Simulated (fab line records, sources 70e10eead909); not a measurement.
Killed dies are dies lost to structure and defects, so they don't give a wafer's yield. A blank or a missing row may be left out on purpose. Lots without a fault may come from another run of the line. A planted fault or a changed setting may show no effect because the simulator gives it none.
fab line records | flow nand_harc
record lots=7 wafers=21 last_day=32
route steps=1302 shown P_M0@266 END@1302
lots that met no fault: from a run of the same line without faults
start_h: hours from the record's first day to the start of the lot's first wafer shown | wait_h: hours since the lot's step before | " the same as in the row above | L1.1+2: a row that stands for several wafers | - no value, or no start given | * or withheld: withheld | < > ~ a bound
route shown NAME@n: a module of which the file shows steps, and the number in the route of the first | usual: mean/standard deviation of fault-free wafers | same: alike in all rows | chamber/n: place in a boat | sites: the reading at each site | _std_site: their standard deviation | _edge_site: outer sites' mean less inner sites' | radius_mm: how far each site lies from the wafer's centre | mask NAME#n: copy n | behind: the tool/chamber that last shaped the wafer | hold: why the lot was held/for how many hours/how that ended | device: the transistor (n, p or np) that didn't switch | end of line: the same wafers' tests at the end of the route | a step without rows: its recipe alone | killed: dies lost to structure and defects at the first sort, not the wafer's yield | map: a wafer's dies, x killed, . not, _ none there
set.NAME: the setting as run; set.NAME@STEP: as run at that earlier step | model.NAME: the simulator's own value behind a step, which no gauge read
lots at some steps of the route; a table a step, a row a wafer
services: from which hour (start_h, from the record's first day; less than 0 if before it) a tool's chamber was out of use, for how many hours, and why
## steps
# step NHARC_P_M0_DESCUM_14
# recipe time_s=3 o2_flow_sccm=200 ar_flow_sccm=0 bias_power_w=0 chemistry=O2
# step NHARC_P_M0_ETCH_34
# recipe target_depth_a=400 overetch_a=120 time_s=43.94 ion_energy_ev=200 n2_flow_sccm=150 h2_flow_sccm=150 ar_flow_sccm=0 rf_w=400 bias_w=150 chemistry=N2/H2
# usual drypump_motor_current_A=5.6/0.42 oes_product_au=1.001/0.0079 rf_vpp_V=429.2/2.5 showerhead_plenum_p_Torr=1.99/0.083 throttle_valve_pct=14.171/0.009
# columns lot.wafer tool chamber start_h wait_h drypump_motor_current_A oes_product_au rf_hours_counter_h rf_vpp_V showerhead_plenum_p_Torr throttle_valve_pct
L263.3 rie_diel-02 3 116.70 0.1 5.8 0.991 8 430.3 2.00 14.169
L263.1 " 0 " " 5.7 1.012 11 427.0 1.90 14.172
L263.6 " 1 " " 6.2 1.006 - 428.7 1.99 14.186
L271.3 rie_diel-01 3 201.31 0.1 5.6 1.015 4 434.0 2.13 14.191
L271.5 " 3 " " 5.5 1.009 - 432.6 2.13 14.174
L271.6 " 0 " " 4.9 1.002 - 430.3 2.02 14.172
L272.4 rie_diel-07 3 205.19 0.1 4.7 0.994 35 428.3 1.98 14.176
L272.2 " 1 " " 5.7 0.995 37 426.4 1.87 14.191
L272.5 " 0 " " 4.8 0.994 - 432.2 2.13 14.164
L273.4 rie_diel-02 0 219.35 0.1 5.7 1.007 3 426.9 1.90 14.173
L273.1 " 1 " " 6.2 1.015 2 429.9 1.98 14.160
L273.5 " 0 " " 5.7 1.001 - 426.7 1.90 14.171
L274.4 rie_diel-02 1 227.44 0.2 6.2 1.007 3 427.4 1.98 14.171
L274.6 " 3 " " 5.9 1.005 - 428.9 1.99 14.179
L274.5 " 0 " " 5.7 1.008 - 427.1 1.90 14.170
L277.2 rie_diel-01 1 260.29 0.1 5.8 1.004 23 427.2 1.91 14.168
L277.1 " 2 " " 5.9 1.010 24 434.1 2.17 14.194
L277.5 " 0 " " 4.9 1.002 - 429.4 2.01 14.177
L284.4 rie_diel-07 1 325.55 0.1 5.7 1.000 13 435.3 2.21 14.172
L284.5 " 0 " " 4.8 0.975 - 432.2 2.12 14.151
L284.6 " 1 " " 5.7 0.997 - 435.7 2.21 14.169
# step NHARC_P_M0_ETCH_15
# recipe target_depth_a=1500 overetch_a=150 time_s=82.5 c4f8_flow_sccm=withheld ar_flow_sccm=400 rf_w=600 bias_w=300 chemistry=C4F8/Ar
# usual oes_product_au=0.958/0.02 rf_vpp_V=439.7/2.6
# columns lot.wafer tool chamber start_h wait_h oes_product_au rf_vpp_V
L263.1 rie_diel-02 1 - - 0.963 439.1
L263.3 " 0 " " 0.957 436.0
L263.6 " 2 " " 0.962 438.1
L271.3 rie_diel-01 1 - - 0.984 436.9
L271.6 " 1 " " 0.988 437.4
L271.5 " 2 " " 0.976 443.6
L272.2 rie_diel-07 3 - - 0.924 438.0
L272.4 " 0 " " 0.927 442.4
L272.5 " 0 " " 0.923 442.3
L273.4 rie_diel-02 0 - - 0.941 436.9
L273.1 " 2 " " 0.960 438.5
L273.5 " 0 " " 0.949 435.4
L274.4 rie_diel-02 2 - - 0.950 438.6
L274.6 " 3 " " 0.948 440.9
L274.5 " 0 " " 0.958 435.9
L277.2 rie_diel-01 0 - - 0.968 439.3
L277.1 " 1 " " 0.948 437.1
L277.5 " 3 " " 0.960 442.9
L284.4 rie_diel-07 1 - - 0.964 446.3
L284.6 " 1 " " 0.966 446.3
L284.5 " 2 " " 0.987 443.5
# step NHARC_P_M0_CD_MEAS_16
# usual cd_nm=89.7/0.85
# columns lot.wafer tool chamber start_h wait_h cd_nm
L263.1 cd_sem-03 - 116.90 - 90.8
L263.3 " - " " 90.0
L263.6 " - " " 90.9
L271.3 cd_sem-02 - 201.53 - 90.2
L271.5 " - " " 90.2
L271.6 " - " " 89.9
L272.2 cd_sem-03 - 205.41 - 89.3
L272.4 " - " " 89.0
L272.5 " - " " 90.1
L273.1 cd_sem-02 - 219.56 - 89.3
L273.4 " - " " 88.1
L273.5 " - " " 88.7
L274.4 cd_sem-01 - 227.65 - 89.9
L274.5 " - " " 89.1
L274.6 " - " " 90.6
L277.1 cd_sem-02 - 260.53 - 89.0
L277.2 " - " " 89.0
L277.5 " - " " 89.4
L284.4 cd_sem-01 - 325.77 - 89.9
L284.5 " - " " 90.4
L284.6 " - " " 90.0
# step NHARC_P_M0_STRIP_18
# recipe power_w=1000 n2_flow_sccm=150 h2_flow_sccm=150 ar_flow_sccm=0 bias_w=0 chemistry=N2/H2
# step NHARC_P_M0_STRIP_19
# recipe time_s=600 temp_c=30 chemistry=post_etch_residue_remover
# step NHARC_P_M0_DEGAS_28
# recipe temp_c=250 time_s=60
# usual heater_power_w=317/34
# columns lot.wafer tool chamber start_h wait_h heater_power_w
L263.3 pvd_sputter-01 - 117.58 - 275
L263.1 " - " " 304
L263.6 " - " " 275
L271.3 pvd_sputter-03 - 202.20 - 293
L271.5 " - " " 339
L271.6 " - " " 306
L272.4 pvd_sputter-02 - 206.04 - 292
L272.2 " - " " 395
L272.5 " - " " 302
L273.1 pvd_sputter-03 - 220.26 - 337
L273.4 " - " " 306
L273.5 " - " " 295
L274.4 pvd_sputter-02 - 228.27 - 305
L274.5 " - " " 385
L274.6 " - " " 369
L277.1 pvd_sputter-01 - 261.15 - 361
L277.2 " - " " 276
L277.5 " - " " 353
L284.4 pvd_sputter-01 - 326.38 - 290
L284.6 " - " " 303
L284.5 " - " " 302
# step NHARC_P_M0_PRE_CLEAN_29
# recipe time_s=30 temp_c=280 gas=H2/He
# step NHARC_P_M0_PVD_20
# recipe target_thk_a=50 bias_v=168.6 power_w=15000 chamber_pressure_pa=0.12 time_s=8.06 substrate_temp_c=50 material=TaN
# step NHARC_P_M0_PVD_21
# recipe target_thk_a=300 chamber_pressure_pa=5 power_w=5000 substrate_temp_c=30 time_s=20.49 material=Cu
# usual chamber_pressure_pa=4.999/0.0096 throttle_valve_pct=30.5/1.1
# columns lot.wafer tool chamber start_h wait_h chamber_pressure_pa throttle_valve_pct
L263.3 pvd_sputter-01 - - - 4.998 32.2
L263.1 " - " " 4.994 30.6
L263.6 " - " " 4.992 32.3
L271.3 pvd_sputter-03 - - - 4.999 29.8
L271.6 " - " " 4.996 30.0
L271.5 " - " " 5.010 31.4
L272.4 pvd_sputter-02 - - - 5.003 30.0
L272.2 " - " " 4.985 31.5
L272.5 " - " " 5.009 30.2
L273.1 pvd_sputter-03 - - - 4.998 31.4
L273.4 " - " " 4.981 29.1
L273.5 " - " " 5.009 31.5
L274.4 pvd_sputter-02 - - - 4.996 29.3
L274.6 " - " " 5.000 30.2
L274.5 " - " " 4.994 29.3
L277.1 pvd_sputter-01 - - - 4.991 33.3
L277.2 " - " " 5.010 29.7
L277.5 " - " " 4.993 29.8
L284.4 pvd_sputter-01 - - - 5.001 30.6
L284.6 " - " " 5.016 29.7
L284.5 " - " " 5.011 30.3
# step NHARC_P_M0_ECD_22
# recipe target_thk_a=4000 bath_temp_c=25 material=Cu
# step NHARC_P_M0_ANNEAL_30
# recipe temp_c=225 time_s=90
# usual wafer_temp_C_max=226.2/0.34
# columns lot.wafer tool chamber start_h wait_h wafer_temp_C_max
L263.1 rtp_anneal-01 0 118.31 0.3 226.0
L263.3 " 0 " " 226.1
L263.6 " 0 " " 226.2
L271.3 rtp_anneal-02 0 203.02 0.3 226.6
L271.5 " 0 " " 226.4
L271.6 " 0 " " 226.0
L272.2 rtp_anneal-01 0 206.83 - 225.7
L272.4 " 0 " " 226.8
L272.5 " 0 " " 226.4
L273.1 rtp_anneal-02 0 220.98 - 226.6
L273.4 " 0 " " 226.6
L273.5 " 0 " " 226.0
L274.4 rtp_anneal-02 0 229.15 - 225.7
L274.5 " 0 " " 226.0
L274.6 " 0 " " 225.7
L277.1 rtp_anneal-01 0 261.89 0.3 226.3
L277.2 " 0 " " 226.2
L277.5 " 0 " " 226.4
L284.4 rtp_anneal-01 0 327.27 - 226.2
L284.5 " 0 " " 226.2
L284.6 " 0 " " 226.6
# step NHARC_P_M0_CMP_23
# recipe t_overpolish_s=20 target_thk_nm=117.54
# usual edge_zone_pressure_frac=1.000/0.0052 motor_current_A=11.7/1.1 time_to_endpoint_s=28.0/2.7
# columns lot.wafer tool chamber start_h wait_h edge_zone_pressure_frac motor_current_A time_to_endpoint_s
L263.3 cmp-04 3 118.71 - 1.001 14.7 22.9
L263.1 " 0 " " 1.000 10.8 27.1
L263.6 " 2 " " 0.995 10.2 27.3
L271.3 cmp-04 1 203.26 - - - -
L271.5 " 1 " " - - -
L271.6 " 2 " " - - -
L272.4 cmp-03 3 207.12 - - - -
L272.2 " 2 " " - - -
L272.5 " 3 " " - - -
L273.4 cmp-01 1 221.32 - - - -
L273.1 " 2 " " - - -
L273.5 " 2 " " - - -
L274.4 cmp-04 3 229.39 - 1.000 14.8 29.4
L274.6 " 1 " " 1.002 12.7 32.2
L274.5 " 2 " " 1.002 9.8 29.7
L277.1 cmp-04 1 262.24 - 0.995 12.8 27.5
L277.2 " 2 " " 0.998 9.6 28.5
L277.5 " 1 " " 0.999 12.2 28.9
L284.4 cmp-03 2 327.46 - 1.005 13.4 27.9
L284.6 " 2 " " 0.998 13.0 28.8
L284.5 " 3 " " 0.987 12.4 26.4
# step NHARC_P_M0_THK_MEAS_24
# recipe thk_meas_gauge=xrf
# usual thk_nm=117.1/1.5
# columns lot.wafer tool chamber start_h wait_h hold thk_nm
L263.1 film_metro-02 - 118.97 - - 115.1
L263.3 " - " " - 115.6
L263.6 " - " " - 115.9
L271.3 film_metro-01 - 203.58 0.3 await_dispo/0.2h/release 397.5
L271.5 " - " " await_dispo/0.2h/release 392.2
L271.6 " - " " await_dispo/0.2h/release 396.5
L271.3 film_metro-01 - 203.75 0.2 - 398.6
L271.5 " - " " - 394.2
L271.6 " - " " - 395.1
L272.2 film_metro-02 - 207.44 0.2 await_dispo/0.2h/release 394.8
L272.4 " - " " await_dispo/0.2h/release 392.4
L272.5 " - " " await_dispo/0.2h/release 389.5
L272.2 film_metro-02 - 207.61 0.2 - 396.5
L272.4 " - " " - 390.8
L272.5 " - " " - 388.9
L273.1 film_metro-02 - 221.64 0.3 await_dispo/0.2h/release 397.4
L273.4 " - " " await_dispo/0.2h/release 407.3
L273.5 " - " " await_dispo/0.2h/release 400.6
L273.1 film_metro-02 - 221.81 0.2 - 396.1
L273.4 " - " " - 406.3
L273.5 " - " " - 400.7
L274.4 film_metro-01 - 229.65 - - 117.6
L274.5 " - " " - 119.9
L274.6 " - " " - 116.5
L277.1 film_metro-02 - 262.55 - - 114.9
L277.2 " - " " - 117.7
L277.5 " - " " - 117.1
L284.4 film_metro-02 - 327.79 - - 117.3
L284.5 " - " " - 113.7
L284.6 " - " " - 118.4
# step NHARC_END_SORT_01
# recipe temp_c=25
# usual defect_limited_yield=90.1/2.5 killed_at_array=62/18 killed_at_other=0.9/1.2 killed_at_periphery=4.2/2.9 killed_dies=67/17 killed_open=3.6/1.9 killed_short=2.5/1.6
# same gross_dies=677
# columns lot.wafer tool chamber start_h wait_h defect_limited_yield[%] killed_at_array killed_at_other killed_at_periphery killed_dies killed_open killed_short
L284.4 prober-02 0 765.81 3.4 90.3 63 1 2 66 4 7
L284.5 prober-02 0 766.61 3.7 89.1 70 2 2 74 3 5
L284.6 prober-02 0 767.40 4.0 91.3 58 0 1 59 2 4
# killed by level:class
L284.4 A_CHANNEL_HOLE_D2:chamber_film_flake=29 A_SLIT:chamber_film_flake=22 A_CONTACT:chamber_film_flake=3 P_CONTACT:geometric_particle:short=2 A_DECK1_JOINT:geometric_particle:short=2 A_ONON_D2:geometric_particle:short=2 A_ONON_D1:geometric_particle:short=1 A_ONON_D1:geometric_particle:open=1
L284.5 A_CHANNEL_HOLE_D2:chamber_film_flake=32 A_SLIT:chamber_film_flake=23 A_CONTACT:chamber_film_flake=7 A_WL_FILL:geometric_particle:short=2 THIN_TSV:chamber_film_flake=2 P_CONTACT:geometric_particle:open=1 A_ONON_D1:geometric_particle:open=1 A_CHANNEL_HOLE_D1:geometric_particle:short=1
L284.6 A_CHANNEL_HOLE_D2:chamber_film_flake=28 A_SLIT:chamber_film_flake=19 A_CONTACT:chamber_film_flake=3 A_ONON_D2:geometric_particle:short=2 A_ONON_D1:geometric_particle:short=1 A_CHANNEL_HOLE_D1:geometric_particle:open=1 A_CHANNEL_FILL_D2:geometric_particle:short=1 A_WL_FILL:geometric_particle:open=1
## services
# columns tool chamber start_h hours kind
rie_diel-07 - 93.46 9.0 pm
pvd_sputter-03 - 112.69 1.2 repair
pvd_sputter-03 - 146.00 10.0 pm
rie_diel-01 2 164.96 19.1 repair
rie_diel-01 - 180.45 9.0 pm
cmp-04 - 186.39 4.0 pm
rie_diel-02 - 192.79 9.0 pm
rie_diel-01 - 199.29 1.8 repair
pvd_sputter-02 - 201.45 2.2 repair
pvd_sputter-01 - 202.00 10.0 pm
pvd_sputter-01 - 226.79 2.2 repair
cmp-04 - 242.27 0.7 repair
pvd_sputter-03 - 254.03 1.7 repair
pvd_sputter-02 - 258.00 10.0 pm
rie_diel-07 - 270.46 9.0 pm
cmp-04 - 270.93 1.7 repair
rie_diel-02 - 283.30 0.2 repair
cmp-04 - 283.70 1.0 repair
cmp-04 - 284.75 4.0 pm
rie_diel-01 - 299.53 0.1 repair
rie_diel-02 2 305.82 7.6 repair
cmp-04 - 320.26 0.9 repair
rie_diel-02 2 321.75 3.9 repair
pvd_sputter-03 - 324.00 10.0 pm
## key
first_sign step=NHARC_P_M0_CMP_23 reading=tool_record direction=missing
effect step=NHARC_P_M0_THK_MEAS_24 reading=visit direction=added
effect step=NHARC_P_M0_THK_MEAS_24 reading=thk_nm direction=up sigmas=99+ usual=117.1 struck=396.5
met_at NHARC_P_M0_CMP_23
struck_wafers L271.3,L271.5,L271.6,L272.2,L272.4,L272.5,L273.1,L273.4,L273.5
scrapped_behind NHARC_P_M0_THK_MEAS_24 L271.3,L271.5,L271.6,L272.2,L272.4,L272.5,L273.1,L273.4,L273.5
onset_between 118.71 203.26
fault kind=skipped_step_whole tool=cmp-01,cmp-03,cmp-04 chamber=- onset_h=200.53 steps=NHARC_P_M0_CMP_23 scope=struck_lots_only
